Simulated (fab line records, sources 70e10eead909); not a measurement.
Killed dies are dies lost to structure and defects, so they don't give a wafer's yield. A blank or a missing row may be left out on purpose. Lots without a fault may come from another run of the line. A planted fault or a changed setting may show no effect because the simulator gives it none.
fab line records | flow nand_harc
record lots=7 wafers=19 last_day=33
route steps=1302 shown A_DECK1_JOINT@533 A_ONON_D2@545 END@1302
lots that met no fault: from a run of the same line without faults
start_h: hours from the record's first day to the start of the lot's first wafer shown | wait_h: hours since the lot's step before | " the same as in the row above | L1.1+2: a row that stands for several wafers | - no value, or no start given | * or withheld: withheld | < > ~ a bound
route shown NAME@n: a module of which the file shows steps, and the number in the route of the first | usual: mean/standard deviation of fault-free wafers | same: alike in all rows | chamber/n: place in a boat | sites: the reading at each site | _std_site: their standard deviation | _edge_site: outer sites' mean less inner sites' | radius_mm: how far each site lies from the wafer's centre | mask NAME#n: copy n | behind: the tool/chamber that last shaped the wafer | hold: why the lot was held/for how many hours/how that ended | device: the transistor (n, p or np) that didn't switch | end of line: the same wafers' tests at the end of the route | a step without rows: its recipe alone | killed: dies lost to structure and defects at the first sort, not the wafer's yield | map: a wafer's dies, x killed, . not, _ none there
set.NAME: the setting as run; set.NAME@STEP: as run at that earlier step | model.NAME: the simulator's own value behind a step, which no gauge read
lots at some steps of the route; a table a step, a row a wafer
services: from which hour (start_h, from the record's first day; less than 0 if before it) a tool's chamber was out of use, for how many hours, and why
## steps
# step NHARC_A_DECK1_JOINT_CVD_34
# recipe target_thk_a=200 temp_c=700 pressure_mtorr=300 material=SiNx
# step NHARC_A_DECK1_JOINT_DEP_06
# recipe target_thk_a=800 temp_c=65 material=SiOx
# step NHARC_A_DECK1_JOINT_CURE_26
# recipe temp_c=150 time_s=32 pressure_atm=0.395
# step NHARC_A_DECK1_JOINT_ANNEAL_27
# recipe temp_c=400 time_s=3600 idle_temp_c=300 ramp_up_c_per_min=10 densification_p_h2o_torr=640
# step NHARC_A_DECK1_JOINT_ANNEAL_28
# recipe temp_c=500 time_s=1800 idle_temp_c=400 ramp_up_c_per_min=10 densification_p_h2o_torr=640
# step NHARC_A_DECK1_JOINT_ANNEAL_29
# recipe temp_c=750 time_s=1800 idle_temp_c=500 ramp_up_c_per_min=10 ramp_down_c_per_min=3
# step NHARC_A_DECK1_JOINT_CMP_02
# recipe material=SiOx
# usual motor_current_A=11.5/1 slurry_filter_dp_kPa=13.50/0.14
# columns lot.wafer tool chamber start_h wait_h motor_current_A slurry_filter_dp_kPa
L192.3 cmp-01 0 288.42 0.4 12.1 13.70
L192.4 " 1 " " 12.2 13.73
L192.1 " 2 " " 11.7 13.96
L197.1 cmp-01 0 367.87 0.4 12.1 13.59
L197.6 " 2 " " 11.4 13.62
L198.4 cmp-02 3 374.44 0.4 10.6 13.73
L198.1 " 0 " " 12.9 13.52
L201.3 cmp-04 2 388.38 0.4 13.6 13.53
L201.2 " 3 " " 12.6 13.42
L201.6 " 1 " " 10.3 13.48
L205.3 cmp-04 0 433.34 0.4 9.9 13.51
L205.2 " 1 " " 10.6 13.55
L205.6 " 3 " " 12.3 13.67
L209.3 cmp-04 3 471.70 0.4 12.1 13.68
L209.2 " 0 " " 9.9 13.28
L209.6 " 3 " " 12.6 13.75
L210.3 cmp-01 2 494.61 0.4 10.9 13.74
L210.6 " 2 " " 11.9 13.32
L210.5 " 3 " " 11.9 13.27
# step NHARC_A_DECK1_JOINT_SRD_15
# step NHARC_A_DECK1_JOINT_DEP_16
# recipe target_thk_a=450 temp_c=400 pressure_torr=6.5 rf_w=900 teos_flow_sccm=161.4 flow_sccm=2650 target_thk_nm=45 gas=O2 material=SiO2
# usual heater_power_w=568/89 throttle_valve_pct=16.1/0.61
# columns lot.wafer tool chamber start_h wait_h heater_power_w throttle_valve_pct
L192.1 pecvd-04 0 288.84 0.1 420 16.1
L192.3 " 1 " " 591 15.5
L192.4 " 0 " " 429 15.8
L197.1 pecvd-02 1 368.18 0.1 401 15.9
L197.6 " 0 " " 676 15.7
L198.1 pecvd-02 2 374.86 0.1 556 17.3
L198.4 " 0 " " 685 15.5
L201.2 pecvd-04 2 388.78 0.1 679 16.6
L201.3 " 0 " " 515 16.0
L201.6 " 2 " " 688 16.5
L205.2 pecvd-02 0 433.71 0.1 616 15.3
L205.3 " 1 " " 379 15.8
L205.6 " 0 " " 606 15.1
L209.3 pecvd-04 2 472.26 0.2 738 16.6
L209.2 " 0 " " 533 15.5
L209.6 " 1 " " 603 15.5
L210.3 pecvd-04 2 495.00 0.1 608 16.7
L210.6 " 2 " " 612 16.2
L210.5 " 0 " " 590 15.8
# step NHARC_A_DECK1_JOINT_THK_MEAS_17
# recipe thk_meas_gauge=ellipsometry
# usual thk_nm=45.0/1.2
# columns lot.wafer tool chamber start_h wait_h thk_nm
L192.1 film_metro-01 - 289.09 0.2 43.7
L192.3 " - " " 44.9
L192.4 " - " " 44.3
L197.1 film_metro-01 - 368.46 0.3 44.8
L197.6 " - " " 43.8
L198.1 film_metro-01 - 375.08 0.2 45.7
L198.4 " - " " 44.3
L201.2 film_metro-02 - 389.10 0.3 46.1
L201.3 " - " " 47.5
L201.6 " - " " 44.5
L205.2 film_metro-01 - 433.96 0.2 45.6
L205.3 " - " " 44.5
L205.6 " - " " 44.7
L209.2 film_metro-01 - 472.54 0.2 45.6
L209.3 " - " " 44.0
L209.6 " - " " 44.8
L210.3 film_metro-01 - 495.28 0.3 45.1
L210.5 " - " " 46.2
L210.6 " - " " 45.9
# step NHARC_A_DECK1_JOINT_INSPECT_05
# usual raw_defect_count=328/120
# columns lot.wafer tool chamber start_h wait_h raw_defect_count
L192.1 defect_inspect-01 - 289.13 0.0 209
L192.3 " - " " 505
L192.4 " - " " 284
L197.1 defect_inspect-02 - 368.50 0.0 185
L197.6 " - " " 215
L198.1 defect_inspect-02 - 375.12 0.0 219
L198.4 " - " " 256
L201.2 defect_inspect-02 - 389.14 0.0 417
L201.3 " - " " 477
L201.6 " - " " 458
L205.2 defect_inspect-02 - 434.00 0.0 365
L205.3 " - " " 406
L205.6 " - " " 523
L209.2 defect_inspect-01 - 472.58 0.0 390
L209.3 " - " " 482
L209.6 " - " " 212
L210.3 defect_inspect-01 - 495.32 0.0 576
L210.5 " - " " 367
L210.6 " - " " 343
# step NHARC_A_ONON_D2_DEP_00
# recipe target_thk_a=10000 n2_flow_sccm=2750 n2o_flow_sccm=2000 nh3_flow_sccm=500 sih4_flow_sccm=210 temp_c=400
# columns lot.wafer tool chamber start_h wait_h
L192.1+3+4 pecvd_onon-02 0 289.19 0.1
L197.1+6 pecvd_onon-03 0 368.56 0.1
L198.1+4 pecvd_onon-03 0 375.18 0.1
L201.2+3+6 pecvd_onon-03 0 389.26 0.1
L205.2+3+6 pecvd_onon-02 0 434.12 0.1
L209.2+3+6 pecvd_onon-03 0 472.70 0.1
L210.3+5+6 pecvd_onon-02 0 495.50 0.2
# step NHARC_A_ONON_D2_THK_MEAS_02
# recipe thk_meas_gauge=ellipsometry
# usual thk_nm=1004/9.2
# columns lot.wafer tool chamber start_h wait_h thk_nm
L192.1 film_metro-01 - 289.70 - 1006
L192.3 " - " " 1004
L192.4 " - " " 1005
L197.1 film_metro-02 - 369.07 - 1456
L197.6 " - " " 1001
L198.1 film_metro-01 - 375.69 - 1466
L198.4 " - " " 1009
L201.2 film_metro-01 - 389.71 - 1446
L201.3 " - " " 988
L201.6 " - " " 990
L205.2 film_metro-01 - 434.58 - 1007
L205.3 " - " " 1005
L205.6 " - " " 1006
L209.2 film_metro-01 - 473.18 - 993
L209.3 " - " " 994
L209.6 " - " " 992
L210.3 film_metro-01 - 495.89 - 1004
L210.5 " - " " 1004
L210.6 " - " " 1002
# step NHARC_A_ONON_D2_DEP_03
# recipe target_thk_a=10000 n2_flow_sccm=2750 n2o_flow_sccm=2000 nh3_flow_sccm=500 sih4_flow_sccm=210 temp_c=400
# step NHARC_END_SORT_01
# recipe temp_c=25
# usual killed_at_array=50/14 killed_at_other=0.9/1 killed_at_periphery=3.9/2.5 killed_dies=55/15 killed_open=3.5/1.9 killed_short=2.5/1.7
# same gross_dies=677
# columns lot.wafer tool chamber start_h wait_h killed_at_array killed_at_other killed_at_periphery killed_dies killed_open killed_short
L198.1 prober-02 0 671.46 2.5 51 4 2 57 3 5
L205.2 prober-01 0 719.44 2.8 52 2 7 61 6 4
L205.3 prober-01 0 720.24 3.1 73 2 12 87 7 3
L205.6 prober-01 0 722.63 4.0 68 4 3 75 4 4
L209.2 prober-01 0 771.50 2.8 45 0 7 52 2 1
L209.3 prober-01 0 772.30 3.1 50 1 6 57 3 1
L209.6 prober-01 0 774.70 4.0 55 2 4 61 5 1
L210.3 prober-01 0 780.06 3.1 13 0 4 17 3 4
L210.5 prober-01 0 781.64 3.7 13 2 6 21 3 0
L210.6 prober-01 0 782.44 4.0 27 2 5 34 7 1
# killed by level:class
L198.1 A_SLIT:chamber_film_flake=28 A_CHANNEL_HOLE_D2:chamber_film_flake=6 A_STAIRCASE:chamber_film_flake=5 THIN_TSV:chamber_film_flake=3 A_WL_FILL:geometric_particle:short=2 A_CHANNEL_HOLE_D1:chamber_film_flake=2 A_CHANNEL_FILL_D1:geometric_particle:short=1 A_CHANNEL_HOLE_D2:geometric_particle:short=1
L205.2 A_SLIT:chamber_film_flake=18 A_CHANNEL_HOLE_D2:chamber_film_flake=13 A_CHANNEL_HOLE_D1:chamber_film_flake=5 P_STI:chamber_film_flake=3 A_CONTACT:chamber_film_flake=3 A_ONON_D1:geometric_particle:open=2 A_CHANNEL_FILL_D2:chamber_film_flake=2 THIN_TSV:chamber_film_flake=2
L205.3 A_SLIT:chamber_film_flake=26 A_CHANNEL_HOLE_D2:chamber_film_flake=19 A_CHANNEL_HOLE_D1:chamber_film_flake=5 P_ZERO_WELL:chamber_film_flake=4 A_STAIRCASE:chamber_film_flake=4 A_ONON_D1:geometric_particle:open=3 P_GATE:chamber_film_flake=3 A_WL_FILL:chamber_film_flake=3
L205.6 A_SLIT:chamber_film_flake=26 A_CHANNEL_HOLE_D2:chamber_film_flake=12 A_CHANNEL_HOLE_D1:chamber_film_flake=7 A_CONTACT:chamber_film_flake=6 A_STAIRCASE:chamber_film_flake=5 A_BONDPAD:chamber_film_flake=4 THIN_TSV:chamber_film_flake=4 A_CHANNEL_FILL_D2:chamber_film_flake=2
L209.2 A_CHANNEL_HOLE_D2:chamber_film_flake=23 A_CHANNEL_HOLE_D1:chamber_film_flake=11 P_CONTACT:chamber_film_flake=6 A_SLIT:chamber_film_flake=3 A_CONTACT:chamber_film_flake=2 P_CONTACT:geometric_particle:open=1 A_CHANNEL_FILL_D2:geometric_particle:short=1 A_CHANNEL_FILL_D2:geometric_particle:open=1
L209.3 A_CHANNEL_HOLE_D2:chamber_film_flake=25 A_CHANNEL_HOLE_D1:chamber_film_flake=10 A_CONTACT:chamber_film_flake=5 P_CONTACT:chamber_film_flake=3 A_SLIT:chamber_film_flake=3 P_GATE:geometric_particle:open=1 A_SOURCE_PLATE:geometric_particle:short=1 A_DECK1_JOINT:geometric_particle:open=1
L209.6 A_CHANNEL_HOLE_D2:chamber_film_flake=24 A_CHANNEL_HOLE_D1:chamber_film_flake=13 A_CONTACT:chamber_film_flake=5 A_WL_FILL:chamber_film_flake=3 P_M0:geometric_particle:open=2 A_ONON_D1:geometric_particle:open=2 P_CONTACT:chamber_film_flake=2 A_CHANNEL_FILL_D2:chamber_film_flake=2
L210.3 A_SLIT:chamber_film_flake=3 P_CONTACT:chamber_film_flake=2 A_STAIRCASE:chamber_film_flake=2 P_STI:geometric_particle:short=1 A_ONON_D1:geometric_particle:open=1 A_ONON_D1:geometric_particle:short=1 A_CHANNEL_FILL_D1:geometric_particle:short=1 A_SGD_CUT:geometric_particle:short=1
L210.5 A_STAIRCASE:chamber_film_flake=4 A_SLIT:chamber_film_flake=3 A_CONTACT:chamber_film_flake=3 P_CONTACT:chamber_film_flake=2 THIN_TSV:chamber_film_flake=2 P_M0:geometric_particle:open=1 A_CHANNEL_HOLE_D1:geometric_particle:open=1 A_BLC:geometric_particle:open=1
L210.6 A_SLIT:chamber_film_flake=6 A_CONTACT:chamber_film_flake=5 A_STAIRCASE:chamber_film_flake=3 A_ONON_D2:geometric_particle:open=2 A_CHANNEL_FILL_D2:geometric_particle:open=2 P_CONTACT:chamber_film_flake=2 P_M2:chamber_film_flake=2 A_CHANNEL_FILL_D1:chamber_film_flake=2
## services
# columns tool chamber start_h hours kind
pecvd-04 - 269.06 13.0 pm
cmp-04 - 273.12 8.9 repair
cmp-01 - 283.50 4.0 pm
cmp-04 - 298.91 2.1 repair
pecvd-04 0 306.16 4.7 repair
cmp-04 - 308.20 4.0 pm
pecvd-04 - 323.02 1.2 repair
cmp-04 - 331.37 2.2 repair
pecvd-04 - 334.83 0.5 repair
cmp-01 - 338.28 4.4 repair
pecvd-04 - 344.25 0.9 repair
pecvd_onon-02 - 366.00 13.0 pm
cmp-04 - 373.86 1.7 repair
pecvd-04 1 381.27 7.6 repair
cmp-01 - 381.50 4.0 pm
cmp-01 - 397.77 1.0 repair
cmp-04 - 406.20 4.0 pm
pecvd_onon-03 - 408.04 13.0 pm
pecvd-02 - 408.33 13.0 pm
pecvd-02 - 430.83 1.3 repair
pecvd-04 - 450.06 13.0 pm
cmp-01 - 470.18 1.4 repair
cmp-01 - 479.50 4.0 pm
cmp-04 - 493.37 1.6 repair
## key
first_sign step=NHARC_A_ONON_D2_THK_MEAS_02 reading=thk_nm direction=up sigmas=49 usual=1004 struck=1456
effect none on later readings
met_at NHARC_A_ONON_D2_DEP_00
struck_wafers L197.1,L198.1,L201.2
tester_left_out L197,L198,L201
fault kind=process_parameter_drift tool=pecvd_onon-03 chamber=- onset_h=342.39 steps=NHARC_A_ONON_D2_DEP_00 channel=target_thk_a offset=* shape=step end_h=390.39 scope=struck_wafers_only acts_in=* stated=*
# tester_left_out: of these lots the tester's yield and bins aren't shown, on N5 and GAA mostly nor the transistor test; their killed dies are dies lost to structure and defects alone, not to doping, threshold or leakage, so they don't give the yield
